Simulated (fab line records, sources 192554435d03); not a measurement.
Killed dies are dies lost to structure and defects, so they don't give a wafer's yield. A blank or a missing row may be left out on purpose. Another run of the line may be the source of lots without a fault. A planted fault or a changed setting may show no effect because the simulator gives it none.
fab line records    flow n5Finfet
record: lots: 8  wafers: 24  lastDay: 17
route steps=1938 shown FIN_SAQP@120 FIN_CUT@165 BEOL_M4@1111 PASSIVATION@1936
lots with no fault: from the same line, run without faults
startH: hours from the record's opening day to when the first of the lot's shown wafers began    waitH: hours elapsed since this lot's preceding step    " the same as in the row above    L1.1+2: a single row standing in for several wafers    - value missing, or start not given    * or withheld: withheld    < > ~ a bound
route shown NAME@n: names a module that has steps shown in the file, with the first one's number in the route    usual: mean and standard deviation over wafers with no fault    same: alike in all rows    chamber/n: place in a boat    sites: the reading at each site    _std_site: standard deviation across them    _edge_site: inner sites' mean taken away from outer sites' mean    radiusMm: for every site, how far away it sits from the centre of the wafer    mask NAME#n: copy n    behind: the most recent tool/chamber to have shaped the wafer    hold: why the lot was held/for how many hours/how that ended    device: names the non-switching transistor (n, p or np)    end of line: tests run on the same wafers once the route is complete    a step given without rows: its recipe and nothing more    killed: count of dies lost to structure and defects at first sort (not the wafer's yield)    map: per-die view of a wafer (x killed, . not killed, _ where there is no die)
set.NAME: the setting that was run; set.NAME@STEP: the one run at that earlier step    model.NAME: the simulator's own value behind a step, which no gauge read
one table for each step of the route and one row for each wafer, over a sample of lots
services: a tool's chamber out of use, with start hour (startH, from the record's first day; less than 0 if before it), hours out, and reason
== steps ==
step: N5_FIN_SAQP_MANDREL_ETCH_22
recipe: targetDepthA: 600  chemistry: HBr/Cl2  target: a-Si  stopOn: SiNx  btTimeS: 10  overEtchFrac: 0.5  timeS: 30  pressureMtorr: 10  icpW: 800  biasW: 75  HBr_flow_sccm: 150  Cl2_flow_sccm: 80  ends: endPoint
usual: drypumpMotorCurrentA: 5.8/0.39  heBacksideLeakSccm: 2.74/0.26  oesProductAu: 0.766/0.013  throttleValvePct: 35.2/0.39
lot.wafer  tool      chamber  startH  waitH  drypumpMotorCurrentA  heBacksideLeakSccm  oesProductAu  rfHoursCounterH  throttleValvePct
L523.1     rieSi-03  2        24.46   0.0    5.6                   2.87                0.751         128              34.6
L523.3     "         1        "       "      6.5                   2.64                0.777         9                35.0
L523.6     "         3        "       "      5.2                   2.41                0.780         -                35.6
L530.2     rieSi-03  3        64.31   0.0    5.2                   2.47                0.761         81               35.6
L530.3     "         0        "       "      5.5                   3.29                0.748         191              34.7
L530.6     "         1        "       "      6.4                   2.46                0.791         -                35.0
L532.2     rieSi-03  3        76.07   0.0    5.2                   2.53                0.763         81               35.6
L532.3     "         0        "       "      5.5                   3.29                0.742         191              34.7
L532.5     "         3        "       "      5.2                   2.45                0.762         -                35.6
L533.2     rieSi-03  1        84.28   0.0    6.5                   2.78                0.787         10               35.0
L533.3     "         2        "       "      5.6                   3.19                0.752         129              34.6
L533.5     "         0        "       "      5.5                   3.36                0.759         -                34.7
L535.2     rieSi-03  0        94.97   0.0    5.5                   3.09                0.740         191              34.7
L535.3     "         3        "       "      5.1                   2.51                0.776         82               35.6
L535.6     "         1        "       "      6.4                   2.82                0.787         -                35.0
L544.2     rieSi-02  3        147.52  0.0    5.6                   2.73                0.750         98               35.1
L544.5     "         2        "       "      5.4                   2.77                0.777         -                35.6
L544.6     "         0        "       "      6.2                   2.66                0.762         -                35.1
L545.2     rieSi-05  1        153.98  0.0    6.1                   2.47                0.761         20               34.9
L545.4     "         1        "       "      6.2                   2.55                0.789         -                34.9
L545.5     "         0        "       "      6.0                   2.73                0.772         -                35.8
L546.3     rieSi-03  2        161.43  0.0    5.6                   3.12                0.761         130              34.6
L546.4     "         1        "       "      6.5                   2.87                0.793         12               35.0
L546.5     "         3        "       "      5.1                   2.52                0.764         -                35.6
step: N5_FIN_SAQP_SPACER2_ALD_28
recipe: material: SiO2  targetThkA: 81  tempC: 300  aldPrecursorFamily: BDEAS  aldCoReactant: O2-plasma  pulseTimeS: 1  purgeTimeS: 2  coReactantPurgeTimeS: 2  pressureTorr: 2
usual: heaterPowerOuterW: 266/22  heaterPowerW: 481/34  precursorPulseHeightRel: 0.999/0.021
lot.wafer  tool       chamber  startH  waitH  heaterPowerOuterW  heaterPowerW  precursorPulseHeightRel
L523.1     aldSin-02  1        27.89   0.1    286                498           0.979
L523.3     "          3        "       "      270                465           1.012
L523.6     "          3        "       "      257                469           0.990
L530.2     aldSin-02  1        69.11   0.1    275                491           1.030
L530.3     "          0        "       "      255                443           1.037
L530.6     "          3        "       "      263                470           0.993
L532.2     aldSin-02  2        82.88   0.6    271                467           0.988
L532.3     "          0        "       "      255                441           1.030
L532.5     "          3        "       "      256                472           1.000
L533.2     aldSin-02  3        87.36   0.1    262                473           1.023
L533.3     "          1        "       "      286                483           0.970
L533.5     "          2        "       "      271                462           0.986
L535.2     aldSin-02  1        100.41  2.0    280                486           1.028
L535.3     "          0        "       "      250                443           1.013
L535.6     "          2        "       "      276                472           0.986
L544.2     aldSin-03  1        150.55  0.1    238                452           1.001
L544.5     "          0        "       "      216                437           0.956
L544.6     "          3        "       "      279                509           0.990
L545.2     aldSin-01  2        157.00  0.1    249                484           1.000
L545.4     "          1        "       "      281                555           1.022
L545.5     "          3        "       "      252                482           0.995
L546.3     aldSin-03  3        164.17  0.1    280                523           1.003
L546.4     "          0        "       "      222                441           1.013
L546.5     "          3        "       "      288                514           1.022
step: N5_FIN_SAQP_HM_OPEN_33
recipe: chemistry: CH3F/O2  target: SiNx  maskMaterial: SiO2  targetDepthA: 494  timeS: 70.6  pressureMtorr: 30  sourceW: 395  biasW: 73  Ar_flow_sccm: 150  CH3F_flow_sccm: 30  O2_flow_sccm: 20  ionEnergyEv: 120  ends: cleared
usual: CH3F_flow_sccm: 30.00/0.095  drypumpMotorCurrentA: 5.6/0.38  etchRfOnTimeS: 68.9/1.9  mfcArSccm: 150.0/0.42  oesProductAu: 0.67/0.074  rfVppV: 294/9.7  showerheadPlenumPTorr: 1.99/0.048  throttleValvePct: 16.39/0.18
lot.wafer  tool        chamber  startH  waitH  CH3F_flow_sccm  drypumpMotorCurrentA  etchRfOnTimeS  mfcArSccm  oesProductAu  rfHoursCounterH  rfVppV  showerheadPlenumPTorr  throttleValvePct
L523.1     rieDiel-06  1        28.60   0.2    30.08           6.2                   69.9           150.4      0.57          236              313     1.96                   16.88
L523.3     "           3        "       "      29.92           5.5                   68.6           150.1      0.85          2                297     1.98                   16.21
L523.6     "           2        "       "      30.06           5.5                   70.8           150.4      0.67          -                306     2.00                   16.47
L530.2     rieDiel-06  2        69.75   0.1    30.10           5.5                   70.2           149.9      0.65          147              304     1.99                   16.50
L530.3     "           0        "       "      30.17           5.7                   69.8           149.8      0.58          214              276     1.99                   16.47
L530.6     "           3        "       "      29.99           5.5                   66.8           149.6      0.80          -                299     1.98                   16.23
L532.2     rieDiel-02  1        83.47   0.1    30.12           5.6                   68.0           150.0      0.63          168              287     1.90                   16.11
L532.3     "           2        "       "      30.12           4.8                   69.5           149.1      0.66          147              292     2.05                   16.11
L532.5     "           1        "       "      30.03           5.6                   68.3           149.9      0.63          -                289     1.90                   16.09
L533.2     rieDiel-06  3        88.26   0.3    29.97           5.5                   67.2           149.7      0.78          27               299     1.98                   16.25
L533.3     "           2        "       "      29.94           5.5                   71.1           150.4      0.64          154              303     1.99                   16.52
L533.5     "           3        "       "      29.92           5.5                   70.3           150.4      0.77          -                297     1.98                   16.23
L535.2     rieDiel-04  2        100.98  0.0    30.00           6.0                   70.4           149.8      0.61          182              284     1.98                   16.35
L535.3     "           0        "       "      30.11           6.1                   68.2           150.0      0.63          186              290     2.07                   16.36
L535.6     "           0        "       "      30.04           6.1                   70.1           149.4      0.64          -                289     2.07                   16.35
L544.2     rieDiel-02  1        151.24  0.0    30.12           5.6                   68.4           150.2      0.62          190              289     1.89                   16.14
L544.5     "           2        "       "      29.95           4.8                   70.8           150.2      0.64          -                292     2.05                   16.14
L544.6     "           1        "       "      30.21           5.6                   69.6           149.2      0.62          -                288     1.89                   16.15
L545.2     rieDiel-04  1        157.57  0.0    29.90           5.1                   69.1           149.8      0.66          144              290     1.93                   16.70
L545.4     "           3        "       "      29.84           5.5                   67.6           149.2      0.68          114              293     1.96                   16.47
L545.5     "           2        "       "      29.89           6.0                   70.2           149.8      0.61          -                286     1.98                   16.37
L546.3     rieDiel-04  3        164.80  0.1    30.12           5.5                   68.5           149.4      0.67          116              293     1.96                   16.49
L546.4     "           1        "       "      29.87           5.1                   67.7           149.4      0.65          147              290     1.93                   16.67
L546.5     "           3        "       "      29.97           5.5                   67.0           149.8      0.67          -                292     1.96                   16.48
step: N5_FIN_SAQP_STRIP_77
recipe: chemistry: N2/H2  timeS: 90  powerW: 100  tempC: 40  pressureMtorr: 100  rfFrequencyHz: 6e+07  biasPowerW: 3  n2FlowSccm: 300  h2FlowSccm: 300
usual: drypumpMotorCurrentA: 5.6/0.38  oesProductAu: 0.78/0.082  rfVppV: 45.2/0.85  showerheadPlenumPTorr: 3.35/0.096  throttleValvePct: 12.25/0.24
lot.wafer  tool        chamber  startH  waitH  drypumpMotorCurrentA  oesProductAu  rfHoursCounterH  rfVppV  showerheadPlenumPTorr  throttleValvePct
L523.1     rieDiel-06  1        28.69   0.0    6.2                   0.67          237              45.0    3.33                   12.75
L523.3     "           3        "       "      5.5                   0.99          2                44.9    3.32                   11.90
L523.6     "           2        "       "      5.5                   0.80          -                45.9    3.43                   12.50
L530.2     rieDiel-06  2        69.84   0.0    5.5                   0.78          147              44.3    3.41                   12.55
L530.3     "           0        "       "      5.7                   0.69          214              46.2    3.36                   12.40
L530.6     "           3        "       "      5.5                   0.93          -                45.5    3.31                   11.94
L532.2     rieDiel-02  1        83.57   0.0    5.7                   0.75          168              46.3    3.22                   12.05
L532.3     "           2        "       "      4.8                   0.78          147              46.2    3.52                   12.18
L532.5     "           1        "       "      5.7                   0.75          -                44.8    3.22                   12.06
L533.2     rieDiel-06  3        88.36   0.0    5.5                   0.91          27               45.1    3.31                   11.96
L533.3     "           2        "       "      5.5                   0.77          154              45.3    3.41                   12.54
L533.5     "           3        "       "      5.5                   0.90          -                45.6    3.30                   11.97
L535.2     rieDiel-04  2        101.07  0.0    6.0                   0.73          182              45.2    3.33                   12.14
L535.3     "           0        "       "      6.1                   0.74          186              44.4    3.51                   12.31
L535.6     "           0        "       "      6.1                   0.75          -                46.6    3.51                   12.32
L544.2     rieDiel-02  1        151.33  0.0    5.7                   0.72          190              44.2    3.21                   12.10
L544.5     "           2        "       "      4.9                   0.74          -                44.0    3.51                   12.24
L544.6     "           1        "       "      5.7                   0.73          -                44.4    3.21                   12.10
L545.2     rieDiel-04  1        157.66  0.0    5.2                   0.77          144              45.7    3.27                   12.66
L545.4     "           3        "       "      5.5                   0.78          114              44.1    3.22                   11.93
L545.5     "           2        "       "      6.0                   0.72          -                44.9    3.32                   12.18
L546.3     rieDiel-04  3        164.89  0.0    5.5                   0.78          116              45.4    3.22                   11.93
L546.4     "           1        "       "      5.2                   0.77          147              45.6    3.26                   12.67
L546.5     "           3        "       "      5.5                   0.78          -                45.7    3.21                   11.94
step: N5_FIN_SAQP_INSPECT_40
recipe: inspectInstrument: brightfield  mode: aei
usual: rawDefectCount: 248/78
lot.wafer  tool              chamber  startH  waitH  rawDefectCount
L523.1     defectInspect-02  -        29.14   0.0    205
L523.3     "                 -        "       "      195
L523.6     "                 -        "       "      210
L530.2     defectInspect-02  -        70.28   0.0    208
L530.3     "                 -        "       "      171
L530.6     "                 -        "       "      166
L532.2     defectInspect-02  -        84.01   0.0    193
L532.3     "                 -        "       "      215
L532.5     "                 -        "       "      299
L533.2     defectInspect-01  -        88.80   0.0    923
L533.3     "                 -        "       "      891
L533.5     "                 -        "       "      881
L535.2     defectInspect-01  -        101.52  0.0    904
L535.3     "                 -        "       "      927
L535.6     "                 -        "       "      984
L544.2     defectInspect-01  -        151.79  0.0    183
L544.5     "                 -        "       "      254
L544.6     "                 -        "       "      160
L545.2     defectInspect-01  -        158.11  0.0    186
L545.4     "                 -        "       "      128
L545.5     "                 -        "       "      235
L546.3     defectInspect-01  -        165.36  0.0    352
L546.4     "                 -        "       "      244
L546.5     "                 -        "       "      275
step: N5_FIN_CUT_INSPECT_10
recipe: mode: adi  inspectInstrument: brightfield
usual: rawDefectCount: 45/13
lot.wafer  tool              chamber  startH  waitH  rawDefectCount
L523.1     defectInspect-02  -        29.53   0.1    36
L523.3     "                 -        "       "      42
L523.6     "                 -        "       "      43
L530.2     defectInspect-01  -        70.80   0.0    47
L530.3     "                 -        "       "      31
L530.6     "                 -        "       "      35
L532.2     defectInspect-01  -        84.40   0.0    48
L532.3     "                 -        "       "      35
L532.5     "                 -        "       "      60
L533.2     defectInspect-02  -        89.19   0.0    767
L533.3     "                 -        "       "      744
L533.5     "                 -        "       "      752
L535.2     defectInspect-01  -        102.04  0.1    750
L535.3     "                 -        "       "      729
L535.6     "                 -        "       "      777
L544.2     defectInspect-01  -        152.18  0.0    41
L544.5     "                 -        "       "      54
L544.6     "                 -        "       "      24
L545.2     defectInspect-02  -        158.53  0.0    45
L545.4     "                 -        "       "      26
L545.5     "                 -        "       "      40
L546.3     defectInspect-01  -        165.75  0.0    59
L546.4     "                 -        "       "      44
L546.5     "                 -        "       "      43
step: N5_FIN_CUT_INSPECT_17
recipe: inspectInstrument: brightfield  mode: aei
usual: rawDefectCount: 252/79
lot.wafer  tool              chamber  startH  waitH  rawDefectCount
L523.1     defectInspect-01  -        30.55   0.0    230
L523.3     "                 -        "       "      213
L523.6     "                 -        "       "      247
L530.2     defectInspect-02  -        71.82   0.0    207
L530.3     "                 -        "       "      173
L530.6     "                 -        "       "      177
L532.2     defectInspect-01  -        85.53   0.0    215
L532.3     "                 -        "       "      207
L532.5     "                 -        "       "      300
L533.2     defectInspect-02  -        90.14   0.0    935
L533.3     "                 -        "       "      901
L533.5     "                 -        "       "      876
L535.2     defectInspect-01  -        102.99  0.0    921
L535.3     "                 -        "       "      945
L535.6     "                 -        "       "      1004
L544.2     defectInspect-01  -        153.15  0.0    191
L544.5     "                 -        "       "      274
L544.6     "                 -        "       "      154
L545.2     defectInspect-02  -        159.74  0.0    191
L545.4     "                 -        "       "      124
L545.5     "                 -        "       "      213
L546.3     defectInspect-01  -        166.83  0.0    329
L546.4     "                 -        "       "      247
L546.5     "                 -        "       "      294
step: N5_BEOL_M4_RC_MEAS_101
usual: DIBL_N: 37.3/2.3  DIBL_P: 37.4/2.9  IOFF_N: 0.18/0.045  IOFF_P: 0.25/0.054  ION_N: 679/15  ION_P: 468/9.7  SS_N: 71.8/0.62  SS_P: 73.6/0.76  VT_N: 248/4.1  VT_P: -248/3.6
lot.wafer  tool       chamber  startH  waitH  DIBL_N[mV/V]  DIBL_P[mV/V]  IOFF_N[nA/um]  IOFF_P[nA/um]  ION_N[uA/um]  ION_P[uA/um]  SS_N[mV/dec]  SS_P[mV/dec]  VT_N[mV]  VT_P[mV]
L523.1     prober-02  0        163.72  0.0    40.0          39.1          0.22           0.33           686           470           71.7          73.7          242       -242
L523.3     "          0        "       "      36.8          35.1          0.16           0.23           680           469           71.4          73.0          249       -248
L523.6     "          0        "       "      42.1          40.9          0.27           0.35           691           472           72.3          74.2          243       -241
L530.2     prober-01  0        199.46  0.2    35.1          35.3          0.15           0.22           687           473           71.1          73.1          246       -248
L530.3     "          0        "       "      37.2          38.0          0.19           0.27           687           472           72.2          73.1          245       -245
L530.6     "          0        "       "      37.0          37.3          0.19           0.26           687           470           71.5          73.8          245       -247
L532.2     prober-02  0        218.02  0.2    39.1          39.9          0.21           0.28           685           467           71.8          74.1          245       -247
L532.3     "          0        "       "      38.3          37.7          0.19           0.24           680           461           71.5          72.9          248       -249
L532.5     "          0        "       "      41.6          44.0          0.27           0.34           706           480           73.0          75.6          244       -245
L533.2     prober-01  0        235.89  0.2    36.9          38.9          0.18           0.25           673           462           72.5          73.3          247       -249
L533.3     "          0        "       "      32.6          32.7          0.11           0.16           675           461           70.8          72.4          258       -254
L533.5     "          0        "       "      36.2          38.4          0.19           0.25           692           472           72.3          73.1          246       -246
L535.2     prober-02  0        242.59  0.2    39.9          41.3          0.23           0.32           704           487           72.3          74.4          243       -244
L535.3     "          0        "       "      41.4          42.9          0.26           0.39           688           475           72.9          74.6          241       -241
L535.6     "          0        "       "      40.8          42.1          0.24           0.35           692           484           71.7          74.7          241       -241
L544.2     prober-02  0        295.89  0.2    40.7          41.8          0.23           0.30           679           467           72.8          73.9          244       -248
L544.5     "          0        "       "      35.8          35.6          0.14           0.20           662           462           71.7          73.1          252       -252
L544.6     "          0        "       "      39.5          41.2          0.22           0.28           677           464           73.2          74.6          246       -249
L545.2     prober-01  0        300.67  0.2    38.2          37.6          0.17           0.22           663           455           72.4          73.6          254       -252
L545.4     "          0        "       "      38.9          41.0          0.22           0.31           688           470           72.6          74.6          244       -246
L545.5     "          0        "       "      34.8          34.9          0.12           0.19           654           460           71.5          73.9          257       -251
L546.3     prober-02  0        301.76  0.3    38.2          36.8          0.19           0.30           680           476           71.5          73.7          246       -242
L546.4     "          0        "       "      37.2          36.0          0.18           0.26           681           468           71.3          73.0          246       -246
L546.5     "          0        "       "      34.7          33.0          0.13           0.21           675           472           71.0          72.6          251       -248
step: N5_PASSIVATION_PROBE_49
usual: defectLimitedYield: 91.3/1.5  killed_at_M0_to_M3: 35/8.7  killed_at_M4_up: 14/5.5  killedAtContacts: 11/5.6  killedAtFrontEnd: 39/13  killedAtOther: 3.7/2.2  killedDies: 103/18  killedOnRim: 14/4.4  killedOpen: 69/14  killedShort: 33/7.8  sort_bin_4_leakage: 0.02/0.15  sort_bin_5_function: 5.1/0.99  sort_bin_6_memory: 3.3/0.67  sort_bin_8_speed: 0.02/0.17  sortNPass: 1077/18  sortYieldPct: 91.2/1.5
same: grossDies: 1180  killedAtBackSide: 0
lot.wafer  tool       chamber  startH  waitH  defectLimitedYield[%]  killed_at_M0_to_M3  killed_at_M4_up  killedAtContacts  killedAtFrontEnd  killedAtOther  killedDies  killedOnRim  killedOpen  killedShort  sort_bin_4_leakage[%]  sort_bin_5_function[%]  sort_bin_6_memory[%]  sort_bin_8_speed[%]  sortNPass  sortYieldPct[%]
L530.2     prober-01  -        302.85  0.1    92.1                   36                  9                8                 34                6              93          13           58          34           0                      5.1                     2.3                   0                    1087       92.1
L530.3     prober-01  -        302.90  0.1    91.7                   41                  16               9                 27                5              98          9            68          30           0                      4.6                     3.5                   0                    1082       91.7
L530.6     prober-01  -        303.05  0.3    92.2                   27                  20               6                 32                7              92          9            66          25           0                      4.6                     3.1                   0                    1088       92.2
L532.2     prober-01  -        325.68  0.1    91.3                   40                  21               3                 35                4              103         9            71          30           0                      4.8                     3.8                   0                    1077       91.3
L532.3     prober-01  -        325.73  0.1    90.4                   38                  16               6                 50                3              113         13           73          33           0                      5.5                     3.6                   0                    1067       90.4
L532.5     prober-01  -        325.83  0.2    91.2                   30                  12               7                 49                6              104         13           58          44           0                      5.4                     3.1                   0                    1076       91.2
L533.2     prober-01  -        352.43  0.1    87.9                   42                  17               2                 78                4              143         26           62          39           0                      6.6                     3.8                   0                    1037       87.9
L533.3     prober-01  -        352.48  0.1    80.4                   30                  18               7                 171               5              231         22           57          34           0                      12.7                    3.9                   0                    949        80.4
L533.5     prober-01  -        352.58  0.2    83.9                   31                  13               4                 138               4              190         26           48          33           0                      10.3                    3.1                   0                    990        83.9
L535.2     prober-02  -        356.11  0.1    80.7                   28                  27               18                154               1              228         32           94          26           0                      10.8                    5.1                   0                    952        80.7
L535.3     prober-02  -        356.16  0.1    78.9                   42                  24               6                 173               4              249         24           74          42           0.17                   13.1                    4.2                   0                    929        78.7
L535.6     prober-02  -        356.31  0.3    86.8                   32                  24               13                83                4              156         33           85          34           0                      7.6                     3.9                   0                    1024       86.8
killed by level:class
L530.2 DUMMY_GATE:geometricParticle:open=8 BEOL_M0_SAQP:geometricParticle:open=7 MOL_CONTACT_COAG:geometricParticle:open=7 FIN_SAQP:geometricParticle:open=6 BEOL_M0_SAQP:geometricParticle:short=6 BEOL_M2:geometricParticle:open=6 BEOL_M3:geometricParticle:open=6 DUMMY_GATE:geometricParticle:short=5
L530.3 BEOL_M0_SAQP:geometricParticle:open=11 BEOL_M2:geometricParticle:open=8 BEOL_M4:geometricParticle:open=7 DUMMY_GATE:geometricParticle:open=6 MOL_CONTACT_COAG:geometricParticle:open=6 BEOL_M3:geometricParticle:open=6 FIN_SAQP:geometricParticle:open=5 GATE_CUT:geometricParticle:short=4
L530.6 BEOL_M4:geometricParticle:open=10 BEOL_M0_SAQP:geometricParticle:open=8 STI_FIN_REVEAL:geometricParticle:open=6 MOL_CONTACT_COAG:geometricParticle:open=6 DUMMY_GATE:geometricParticle:open=5 BEOL_M3:geometricParticle:open=5 STARTING-WAFER:geometricParticle:short=4 GATE_CUT:geometricParticle:short=4
L532.2 BEOL_M2:geometricParticle:open=11 BEOL_M1:geometricParticle:open=9 BEOL_M4:geometricParticle:open=9 FIN_SAQP:geometricParticle:short=8 FIN_SAQP:geometricParticle:open=8 BEOL_M0_SAQP:geometricParticle:short=6 BEOL_M0:geometricParticle:open=5 DUMMY_GATE:geometricParticle:open=4
L532.3 BEOL_M3:geometricParticle:open=13 STI_FIN_REVEAL:geometricParticle:open=11 FIN_SAQP:geometricParticle:open=10 FIN_SAQP:geometricParticle:short=7 BEOL_M0_SAQP:geometricParticle:short=7 STARTING-WAFER:geometricParticle:short=7 DUMMY_GATE:geometricParticle:open=5 MOL_CONTACT_COAG:geometricParticle:open=5
L532.5 FIN_SAQP:geometricParticle:short=22 FIN_SAQP:geometricParticle:open=12 BEOL_M3:geometricParticle:open=9 MOL_CONTACT_COAG:geometricParticle:open=7 BEOL_M0_SAQP:geometricParticle:short=6 STI_FIN_REVEAL:geometricParticle:open=5 BEOL_M1:geometricParticle:open=5 BEOL_M0_SAQP:geometricParticle:open=4
L533.2 FIN_SAQP:unspecified=41 BEOL_M0_SAQP:geometricParticle:short=14 BEOL_M0_SAQP:geometricParticle:open=11 FIN_SAQP:geometricParticle:open=7 STI_FIN_REVEAL:geometricParticle:open=7 ILD0:geometricParticle:short=6 BEOL_M2:geometricParticle:open=5 DUMMY_GATE:geometricParticle:open=4
L533.3 FIN_SAQP:unspecified=139 BEOL_M0_SAQP:geometricParticle:short=10 STI_FIN_REVEAL:geometricParticle:open=7 GATE_CUT:geometricParticle:short=6 MOL_CONTACT_COAG:geometricParticle:open=6 BEOL_M0_SAQP:geometricParticle:open=6 BEOL_M6:geometricParticle:open=5 BEOL_M3:geometricParticle:open=5
L533.5 FIN_SAQP:unspecified=109 BEOL_M0_SAQP:geometricParticle:open=12 BEOL_M0_SAQP:geometricParticle:short=9 BEOL_M4:geometricParticle:open=7 GATE_CUT:geometricParticle:short=6 BEOL_M3:geometricParticle:open=5 FIN_SAQP:geometricParticle:short=4 STI_FIN_REVEAL:geometricParticle:open=4
L535.2 FIN_SAQP:unspecified=108 STI_FIN_REVEAL:geometricParticle:open=17 MOL_CONTACT_COAG:geometricParticle:open=16 BEOL_M4:geometricParticle:open=14 BEOL_M2:geometricParticle:open=10 FIN_SAQP:geometricParticle:open=7 BEOL_M3:geometricParticle:open=7 BEOL_M4:geometricParticle:short=7
L535.3 FIN_SAQP:unspecified=133 BEOL_M4:geometricParticle:open=12 STI_FIN_REVEAL:geometricParticle:open=11 BEOL_M1:geometricParticle:open=9 BEOL_M3:geometricParticle:open=9 BEOL_M0_SAQP:geometricParticle:short=8 FIN_SAQP:geometricParticle:open=7 BEOL_M0_SAQP:geometricParticle:open=7
L535.6 FIN_SAQP:unspecified=37 STI_FIN_REVEAL:geometricParticle:open=17 FIN_SAQP:geometricParticle:open=11 MOL_CONTACT_COAG:geometricParticle:open=11 BEOL_M4:geometricParticle:open=11 BEOL_M0_SAQP:geometricParticle:open=10 FIN_SAQP:geometricParticle:short=8 BEOL_M0_SAQP:geometricParticle:short=7
== services ==
tool        chamber  startH  hours  kind
rieSi-05    -        5.08    14.6   pm
rieDiel-06  3        5.47    -      clean
rieDiel-06  3        5.47    -      consumableReplace:focusRing
rieSi-03    -        5.76    2.8    pm
rieDiel-06  2        12.79   1.6    repair
rieDiel-02  -        18.38   22.0   repair
aldSin-03   2        19.68   6.3    repair
rieSi-05    2        22.89   26.5   repair
rieSi-02    1        26.71   5.8    repair
rieDiel-04  0        29.17   9.4    repair
rieDiel-06  0        57.42   4.3    repair
rieDiel-02  2        60.12   4.3    repair
aldSin-02   -        61.63   6.1    pm
rieDiel-04  3        69.58   3.5    repair
rieDiel-02  1        71.49   3.0    repair
rieSi-03    1        77.27   4.5    repair
aldSin-03   -        85.78   14.0   pm
rieSi-03    3        118.07  9.2    repair
aldSin-03   3        119.68  10.7   repair
rieSi-02    0        123.21  20.2   repair
rieSi-02    1        123.39  32.4   repair
rieSi-05    2        145.28  15.9   repair
rieDiel-06  2        148.52  29.0   repair
rieSi-03    3        152.62  1.6    repair
== key ==
firstSign: step: N5_FIN_SAQP_INSPECT_40  reading: rawDefectCount  direction: up  sigmas: 8.6  usual: 248  struck: 918
effect: step: N5_FIN_CUT_INSPECT_10  reading: rawDefectCount  direction: up  sigmas: 56  usual: 45  struck: 753
effect: step: N5_FIN_CUT_INSPECT_17  reading: rawDefectCount  direction: up  sigmas: 8.6  usual: 252  struck: 930
effect: step: N5_PASSIVATION_PROBE_49  reading: killedAtFrontEnd  direction: up  sigmas: 7.3  usual: 39  struck: 133
moreKillsBornAt: N5_FIN_SAQP_MANDREL_ETCH_22@rieSi-03: 567
metAt N5_FIN_SAQP_MANDREL_ETCH_22
struckLots L533,L535
notActingAt N5_FIN_SAQP_SPACER2_ALD_28,N5_FIN_SAQP_HM_OPEN_33,N5_FIN_SAQP_STRIP_77
onsetBetween 76.07 84.28
fault: kind: chamberParticleSource  tool: rieSi-03  chamber: -  onsetH: 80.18  steps: N5_FIN_SAQP_MANDREL_ETCH_22  ratePerVisitCm2: 1.1098  endH: 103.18
